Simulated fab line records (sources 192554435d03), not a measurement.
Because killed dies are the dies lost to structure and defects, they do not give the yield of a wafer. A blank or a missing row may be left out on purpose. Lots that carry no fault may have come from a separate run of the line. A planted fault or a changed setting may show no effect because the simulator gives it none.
Matching of chambers || flow n5Finfet || 4 sister chambers for N5_FIN_CUT_CUT_ETCH_26 on rieDiel-04
The step etches SiNx in CH3F/O2, target depth 39 nm, time 55.7 s. 16 wafers are shown with their chamber, then 8 later ones without.

== WAFERS PAIRED WITH THEIR CHAMBERS ==
{"wafer": "L075.1", "chamber": 3, "drypumpMotorCurrentA (A)": 6.5, "showerheadPlenumPTorr (Torr)": 1.92, "throttleValvePct (%)": 16.43}
{"wafer": "L075.4", "chamber": 0, "drypumpMotorCurrentA (A)": 5.8, "showerheadPlenumPTorr (Torr)": 2.07, "throttleValvePct (%)": 16.54}
{"wafer": "L075.5", "chamber": 0, "drypumpMotorCurrentA (A)": 5.8, "showerheadPlenumPTorr (Torr)": 2.07, "throttleValvePct (%)": 16.55}
{"wafer": "L083.2", "chamber": 1, "drypumpMotorCurrentA (A)": 5.7, "showerheadPlenumPTorr (Torr)": 1.95, "throttleValvePct (%)": 15.96}
{"wafer": "L083.5", "chamber": 0, "drypumpMotorCurrentA (A)": 5.8, "showerheadPlenumPTorr (Torr)": 2.07, "throttleValvePct (%)": 16.57}
{"wafer": "L083.6", "chamber": 1, "drypumpMotorCurrentA (A)": 5.7, "showerheadPlenumPTorr (Torr)": 1.95, "throttleValvePct (%)": 15.96}
{"wafer": "L085.1", "chamber": 3, "drypumpMotorCurrentA (A)": 6.5, "showerheadPlenumPTorr (Torr)": 1.91, "throttleValvePct (%)": 16.46}
{"wafer": "L085.5", "chamber": 1, "drypumpMotorCurrentA (A)": 5.7, "showerheadPlenumPTorr (Torr)": 1.95, "throttleValvePct (%)": 15.95}
{"wafer": "L085.6", "chamber": 0, "drypumpMotorCurrentA (A)": 5.8, "showerheadPlenumPTorr (Torr)": 2.07, "throttleValvePct (%)": 16.57}
{"wafer": "L089.1", "chamber": 3, "drypumpMotorCurrentA (A)": 6.5, "showerheadPlenumPTorr (Torr)": 1.91, "throttleValvePct (%)": 16.48}
{"wafer": "L089.2", "chamber": 0, "drypumpMotorCurrentA (A)": 5.8, "showerheadPlenumPTorr (Torr)": 2.06, "throttleValvePct (%)": 16.58}
{"wafer": "L089.5", "chamber": 2, "drypumpMotorCurrentA (A)": 5.8, "showerheadPlenumPTorr (Torr)": 2.07, "throttleValvePct (%)": 16.61}
{"wafer": "L090.3", "chamber": 1, "drypumpMotorCurrentA (A)": 5.7, "showerheadPlenumPTorr (Torr)": 1.95, "throttleValvePct (%)": 15.99}
{"wafer": "L090.5", "chamber": 0, "drypumpMotorCurrentA (A)": 5.8, "showerheadPlenumPTorr (Torr)": 2.06, "throttleValvePct (%)": 16.58}
{"wafer": "L090.6", "chamber": 2, "drypumpMotorCurrentA (A)": 5.7, "showerheadPlenumPTorr (Torr)": 2.06, "throttleValvePct (%)": 16.60}
{"wafer": "L093.1", "chamber": 3, "drypumpMotorCurrentA (A)": 6.5, "showerheadPlenumPTorr (Torr)": 1.91, "throttleValvePct (%)": 16.50}

SIGNATURES (averages over the wafers above)
{"reading": "drypumpMotorCurrentA", "chamber 0": 5.800, "chamber 1": 5.700, "chamber 2": 5.750, "chamber 3": 6.500, "scatter within a chamber": 0.0204}
{"reading": "showerheadPlenumPTorr", "chamber 0": 2.0667, "chamber 1": 1.9500, "chamber 2": 2.0650, "chamber 3": 1.9125, "scatter within a chamber": 0.00464}
{"reading": "throttleValvePct", "chamber 0": 16.5650, "chamber 1": 15.9650, "chamber 2": 16.6050, "chamber 3": 16.4675, "scatter within a chamber": 0.0204}
Rule: distance of a wafer from a chamber = root of the sum over the readings of ((wafer's reading minus chamber's mean) / reading's scatter) squared. If the next closest chamber is less than 2 further off than the closest, the wafer can't be placed; otherwise it belongs to the closest. The scatter is the square root of a quotient: the sum, over the shown wafers, of each reading's squared deviation from its chamber's mean, divided by wafers minus chambers.

== WAFERS MISSING THEIR CHAMBER ==
{"wafer": "L093.3", "drypumpMotorCurrentA (A)": 5.7, "showerheadPlenumPTorr (Torr)": 1.94, "throttleValvePct (%)": 16.00}
{"wafer": "L093.6", "drypumpMotorCurrentA (A)": 5.7, "showerheadPlenumPTorr (Torr)": 1.95, "throttleValvePct (%)": 15.98}
{"wafer": "L094.2", "drypumpMotorCurrentA (A)": 5.7, "showerheadPlenumPTorr (Torr)": 2.06, "throttleValvePct (%)": 16.60}
{"wafer": "L094.3", "drypumpMotorCurrentA (A)": 5.7, "showerheadPlenumPTorr (Torr)": 1.94, "throttleValvePct (%)": 16.00}
{"wafer": "L094.5", "drypumpMotorCurrentA (A)": 5.8, "showerheadPlenumPTorr (Torr)": 2.06, "throttleValvePct (%)": 16.59}
{"wafer": "L097.1", "drypumpMotorCurrentA (A)": 6.5, "showerheadPlenumPTorr (Torr)": 1.91, "throttleValvePct (%)": 16.49}
{"wafer": "L097.2", "drypumpMotorCurrentA (A)": 5.7, "showerheadPlenumPTorr (Torr)": 1.94, "throttleValvePct (%)": 15.99}
{"wafer": "L097.3", "drypumpMotorCurrentA (A)": 5.8, "showerheadPlenumPTorr (Torr)": 2.06, "throttleValvePct (%)": 16.62}

== THE CHAMBER EACH PASSED THROUGH ==
{"wafer": "L093.3", "from the rows above": 1, "in truth": 1}
{"wafer": "L093.6", "from the rows above": 1, "in truth": 1}
{"wafer": "L094.2", "from the rows above": 2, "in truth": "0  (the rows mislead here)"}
{"wafer": "L094.3", "from the rows above": 1, "in truth": 1}
{"wafer": "L094.5", "from the rows above": "can't be placed: 0 or 2", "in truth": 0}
{"wafer": "L097.1", "from the rows above": 3, "in truth": 3}
{"wafer": "L097.2", "from the rows above": 1, "in truth": 1}
{"wafer": "L097.3", "from the rows above": "can't be placed: 2 or 0", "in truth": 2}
Correct placement for 5 of the 8. Cannot be placed on the basis of these rows: 2; the candidates contain the true chamber in 2. Wrongly placed: 1.
